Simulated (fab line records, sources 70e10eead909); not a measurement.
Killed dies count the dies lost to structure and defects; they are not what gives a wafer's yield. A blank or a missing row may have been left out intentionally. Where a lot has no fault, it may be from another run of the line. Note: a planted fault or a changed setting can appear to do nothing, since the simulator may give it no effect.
Matching of chambers	flow nandHarc	4 sister chambers for NHARC_A_CHANNEL_HOLE_D2_ETCH_38 on rieDiel-08
The step etches the open film in CF4, target depth 39 nm, time 65 s. 8 wafers are shown with their chamber, then 9 later ones without.

## WAFERS, EACH WITH ITS CHAMBER
wafer	chamber	drypumpMotorCurrentA (A)	oesProductAu (a.u.)
L078.6	1	5.1	1.002
L083.1	2	5.1	0.999
L087.1	3	5.5	0.999
L087.5	0	5.7	1.018
L087.6	3	5.5	0.985
L088.1	0	5.7	1.020
L088.5	2	5.0	0.992
L088.6	1	5.1	0.988

## WAFERS MISSING THEIR CHAMBER
wafer	drypumpMotorCurrentA (A)	oesProductAu (a.u.)
L091.1	5.7	1.022
L091.2	5.1	1.003
L091.3	5.5	0.993
L093.1	5.0	0.990
L093.2	5.5	0.989
L093.4	5.1	0.980
L097.2	5.7	1.040
L097.5	5.1	0.977
L097.6	5.0	1.007

## THE CHAMBER EACH PASSED THROUGH
wafer	from the rows above	in truth
L091.1	0	0
L091.2	can't be placed: 1 or 2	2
L091.3	3	3
L093.1	can't be placed: 2 or 1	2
L093.2	3	3
L093.4	can't be placed: 1 or 2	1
L097.2	0	0
L097.5	can't be placed: 1 or 2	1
L097.6	can't be placed: 2 or 1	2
Placed correctly: 4 of 9. Can't be placed from these rows: 5 (the true chamber is among the candidates in 5). Number placed wrongly: 0.
How it was worked out, from the rows above alone: a wafer's distance from a chamber is the root of the sum, over the readings, of the square of ((its reading less the chamber's mean) divided by the reading's scatter). The wafer belongs to the nearest chamber; if the next one is less than 2 further off, it can't be placed. The mean given for a chamber averages the wafers shown for that chamber. The scatter: the root of (the sum of the squares of (reading less its chamber's mean) over the shown wafers, divided by (wafers less chambers)).
